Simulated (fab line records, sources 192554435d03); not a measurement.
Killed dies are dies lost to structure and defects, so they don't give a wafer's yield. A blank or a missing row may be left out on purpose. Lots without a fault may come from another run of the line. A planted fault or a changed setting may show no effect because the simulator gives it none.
Split-lot experiment | flow n5_finfet | 7 lots, 21 wafers read, on a route of 1938 steps

THE SPLIT
At N5_BEOL_M2_TRENCH_ETCH_37 (etches SiOC in C4F6/O2, target depth 55.555 nm, time 29.2 s), the setting time_s was moved away from the recipe's 29.2 s on 8 of the 21 wafers read, by -19.4% to +8.5%. The other wafers ran this setting at the recipe's value.

FROM THE SPLIT TO THE READING: what the file shows between them, 13 steps
- N5_BEOL_M2_ETCH_41: etches SiCN in CH3F/O2, target depth 29.9 nm, time 52.5 s
- N5_BEOL_M2_STRIP_97: strips in N2/H2, time 10 s
- N5_BEOL_M2_OCD_MEAS_38
- N5_BEOL_M2_HM_STRIP_39: strips TiN in peroxide tin strip, target depth 25 nm, time 158 s
- N5_BEOL_M2_SRD_40: time 30 s
- N5_BEOL_M2_ECD_50: material Cu, target thk 300 nm
- N5_BEOL_M2_ANNEAL_51: time 90 s
- N5_BEOL_M2_CMP_52: polishes, stops on SiOC, t overpolish 6.8 s, target thk 40 nm
- N5_BEOL_M2_THK_MEAS_53: measures by xrf
- N5_BEOL_M2_PRE_CLEAN_60: time 15 s
- N5_BEOL_M2_CO_CAP_55: material Co, precursor CCTBA/H2, target thk 2 nm, time 102.1 s
- N5_BEOL_M2_PRE_CLEAN_56: time 15 s
- N5_BEOL_M2_DEP_57: deposits SiCN from 3MS/NH3, target thk 8 nm, time 14 s

THE READING
M2_RS, in ohm/sq, at N5_BEOL_M2_RS_MEAS_58 (measures by four-point-probe). Fault-free wafers of this fab line usually give 0.68 ohm/sq, standard deviation 0.033 ohm/sq.

wafer  | tool, chamber at the split | time_s as run, s | against the recipe | M2_RS, ohm/sq | against lot-mates on the recipe
L076.2 | rie_diel-04, 1             | 29.2             | recipe             | 0.63          | -
L076.4 | rie_diel-04, 2             | 29.2             | recipe             | 0.63          | -
L076.6 | rie_diel-04, 3             | 23.87            | -18.3%             | 0.96          | +0.33
L082.1 | rie_diel-03, 0             | 25.86            | -11.4%             | 0.92          | +0.22
L082.2 | rie_diel-03, 1             | 29.2             | recipe             | 0.70          | -
L082.4 | rie_diel-03, 2             | 25.86            | -11.4%             | 0.97          | +0.27
L085.2 | rie_diel-04, 3             | 29.2             | recipe             | 0.63          | -
L085.3 | rie_diel-04, 1             | 27.22            | -6.8%              | 0.74          | +0.11
L085.5 | rie_diel-04, 3             | 27.22            | -6.8%              | 0.73          | +0.10
L090.1 | rie_diel-03, 3             | 31.69            | +8.5%              | 0.58          | -0.09
L090.2 | rie_diel-03, 0             | 29.2             | recipe             | 0.67          | -
L090.6 | rie_diel-03, 0             | 31.69            | +8.5%              | 0.60          | -0.07
L091.1 | rie_diel-05, 2             | 23.54            | -19.4%             | 0.92          | +0.24
L091.4 | rie_diel-05, 1             | 29.2             | recipe             | 0.71          | -
L091.5 | rie_diel-05, 0             | 29.2             | recipe             | 0.65          | -
L095.4 | rie_diel-04, 2             | 29.2             | recipe             | 0.71          | -
L095.5 | rie_diel-04, 3             | 29.2             | recipe             | 0.64          | -
L095.6 | rie_diel-04, 0             | 29.2             | recipe             | 0.66          | -
L096.3 | rie_diel-05, 1             | 29.2             | recipe             | 0.69          | -
L096.5 | rie_diel-05, 2             | 29.2             | recipe             | 0.66          | -
L096.6 | rie_diel-05, 1             | 29.2             | recipe             | 0.66          | -

THE FIT
A straight line over all 21 wafers: M2_RS changes by -0.0152 ohm/sq for each +1% of time_s; r = -0.92; the points scatter about the line by 0.047 ohm/sq.
The same after taking each lot's own level away (the mean of its wafers on the recipe; 21 wafers): -0.0152 ohm/sq for each +1%; r = -0.95; scatter 0.036 ohm/sq.
On that fit, the largest move of time_s shifts the reading by 0.3 ohm/sq.
The lots' own levels span 0.630 to 0.700 ohm/sq, that is 2.1 times the standard deviation above.
So the lot-to-lot level changes the slope little: the two slopes agree.
Check: with one of the wafers moved furthest among these (-19.4%) left out of the fit, the line predicts +0.337 ohm/sq for it against its lot-mates. It came out at +0.24 ohm/sq against them.

THE WHOLE CHAIN: every reading that the file lists as answering this split, in the file's order
step                      | what it does                                                  | reading                                                                      | change (the file's fit)               | r (the file's)
N5_BEOL_M2_TRENCH_ETCH_37 | etches SiOC in C4F6/O2, target depth 55.555 nm, time 29.2 s   | etch.depth_nm (the simulator's own value, which no gauge read)               | +0.559 nm for each +1% of the setting | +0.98
N5_BEOL_M2_TRENCH_ETCH_37 | etches SiOC in C4F6/O2, target depth 55.555 nm, time 29.2 s   | BEOL_M2.feature_depth_nm (the simulator's own value, which no gauge read)    | +0.558 nm for each +1% of the setting | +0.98
N5_BEOL_M2_OCD_MEAS_38    |                                                               | trench_depth_nm                                                              | +0.548 nm for each +1% of the setting | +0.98
N5_BEOL_M2_CMP_52         | polishes, stops on SiOC, t overpolish 6.8 s, target thk 40 nm | Cu_of_BEOL_M2_ECD_50.thk_nm (the simulator's own value, which no gauge read) | +0.555 nm for each +1% of the setting | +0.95
N5_BEOL_M2_THK_MEAS_53    | measures by xrf                                               | M2_THK                                                                       | +0.563 for each +1% of the setting    | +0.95
N5_BEOL_M2_RS_MEAS_58     | measures by four-point-probe                                  | M2_RS                                                                        | -0.0156 for each +1% of the setting   | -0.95

THE FILE'S OWN FIT
M2_RS changes by -0.0156 ohm/sq for each +1% of time_s, r = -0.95.
